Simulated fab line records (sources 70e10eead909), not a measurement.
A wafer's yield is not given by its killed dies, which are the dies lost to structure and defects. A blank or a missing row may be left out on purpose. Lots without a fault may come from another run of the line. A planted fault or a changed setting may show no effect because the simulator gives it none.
Comparing a struck lot with a sound one	flow nandHarc	22 steps out of a route of 1302
Sound: the wafers L278.3, L278.4, L278.6. The struck wafers were L273.1, L273.2, L273.3. Last of all comes the cause.
Order at every step that has rows: each side's tool, ch and its chambers, its first start. Under that, the readings that differ: sound wafers	struck wafers	difference of the means	sigmas: that difference in standard deviations of wafers without a fault.
alike: readings with means less than 2 such deviations apart, plus words and numbers identical on both sides. not compared: withheld readings, readings lacking a value on some wafer, bounds such as >300 that could conceal the same value, and numbers that have no deviation in the record and whose values overlap.
A row with sigmas, a row that says differs or no value, or rows on one side alone: a step with any of these is where the two part. Numbers that don't overlap but have no deviation are shown without sigmas and don't part them. Lack of a reading on every wafer of one side parts them only where that side has two or more wafers.

NHARC_A_BLC_CVD_24: deposits W, target thk 150 nm, time 434 s.
  sound: cvdW-02 ch 0,1; struck: cvdW-01 ch 0,1
  alike: heaterPowerW, throttleValvePct
NHARC_A_BLC_CMP_25: polishes, t overpolish 30 s, target thk 150 nm.
  sound on cmp-04 ch 1,2,3, day 32 12:07; struck on cmp-01 ch 0,1,3, day 31 00:34
  alike: motorCurrentA, overpolishRunS, retainingRingPressureFrac, timeToEndpointS
following that, these wafers have no rows for 1 step: NHARC_A_BLC_SRD_27.
NHARC_A_BLC_INSPECT_28:
  sound on defectInspect-01 at day 32 12:30; struck on defectInspect-02 at day 31 00:57
  alike: rawDefectCount
then, 7 steps without rows for these wafers: NHARC_A_M0_DEP_00 (deposits SiOC, target thk 150 nm); NHARC_A_M0_DEHYDRATE_01 (time 120 s); NHARC_A_M0_HMDS_02 (time 30 s); NHARC_A_M0_COAT_33 (time 65 s); NHARC_A_M0_COAT_03 (resist thk 90 nm); NHARC_A_M0_SOFTBAKE_04 (time 55 s); NHARC_A_M0_EBR_05.
NHARC_A_M0_EXPOSE_06: exposes mask A M0, target cd 80 nm.
  sound on arfiScanner-02 ch 0, day 32 13:16; struck on arfiScanner-01 ch 0, day 31 01:43
reading	sound	struck	difference	sigmas
exposureDoseMJCm2	83.4 83.4 83.4	86.1 86.0 86.1	+2.7	+7
  alike: mask, focusOffsetNm
then, 2 steps without rows for these wafers: NHARC_A_M0_PEB_07 (peb time 65 s); NHARC_A_M0_DEVELOP_08 (develop time 35 s).
NHARC_A_M0_CD_MEAS_09 targets a cd of 80 nm.
  sound on cdSem-01 ch 0, day 32 13:25; struck on cdSem-01 ch 0, day 31 01:51
reading	sound	struck	difference	sigmas
cdNm (nm)	79.9 79.5 80.3	81.5 81.4 82.7	+2.0	+3
NHARC_A_M0_OVL_MEAS_10: pitch 160 nm.
  sound on overlay-02 at day 32 13:29; struck on overlay-01 at day 31 01:56
  alike: overlayXNm, overlayYNm
NHARC_A_M0_INSPECT_11:
  sound on defectInspect-01 at day 32 13:32; struck on defectInspect-01 at day 31 01:59
  alike: rawDefectCount
NHARC_A_M0_DESCUM_14: chemistry O2, time 3 s.
  sound on rieDiel-11 ch 0,2,3, day 32 13:37; struck on rieDiel-02 ch 0,1,3, day 31 02:02
reading	sound	struck	difference	sigmas
model.A_M0.cdNm (nm)	80.2 79.83 80.12	81.35 81.39 82.19	+1.59	
  alike: drypumpMotorCurrentA, oesProductAu, rfVppV, showerheadPlenumPTorr, throttleValvePct
  not compared: rfHoursCounterH
NHARC_A_M0_ETCH_34: etches the open film in N2/H2, target depth 40 nm, overetch 12 nm, time 43.94 s.
  sound on rieDiel-11 ch 1,3, day 32 13:40; struck on rieDiel-02 ch 0,1,3, day 31 02:08
  alike: drypumpMotorCurrentA, oesProductAu, rfVppV, showerheadPlenumPTorr, throttleValvePct
  not compared: rfHoursCounterH
NHARC_A_M0_ETCH_15: etches the open film in C4F8/Ar, target depth 150 nm, overetch 15 nm, time 82.5 s.
  sound: rieDiel-11 ch 0,2,3; struck: rieDiel-02 ch 0,1,3
reading	sound	struck	difference	sigmas
model.A_M0.cdNm (nm)	79.72 79.29 79.86	81.39 81.31 81.98	+1.94	
  alike: oesProductAu, rfVppV
  not compared: rfHoursCounterH
NHARC_A_M0_CD_MEAS_16:
  sound on cdSem-01 at day 32 13:53; struck on cdSem-01 at day 31 02:23
reading	sound	struck	difference	sigmas
cdNm (nm)	79.4 79.2 80.0	81.1 81.4 81.8	+1.9	+3
following that, these wafers have no rows for 1 step: NHARC_END_SORT_01.

## WHERE THEY PART
First at NHARC_A_M0_EXPOSE_06; last, within this record, at NHARC_A_M0_CD_MEAS_16.

WHY: whatever the simulator had introduced
Process parameter drift: arfiScanner-01, from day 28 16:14 on, at NHARC_A_M0_EXPOSE_06. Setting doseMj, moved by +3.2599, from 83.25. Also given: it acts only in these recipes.
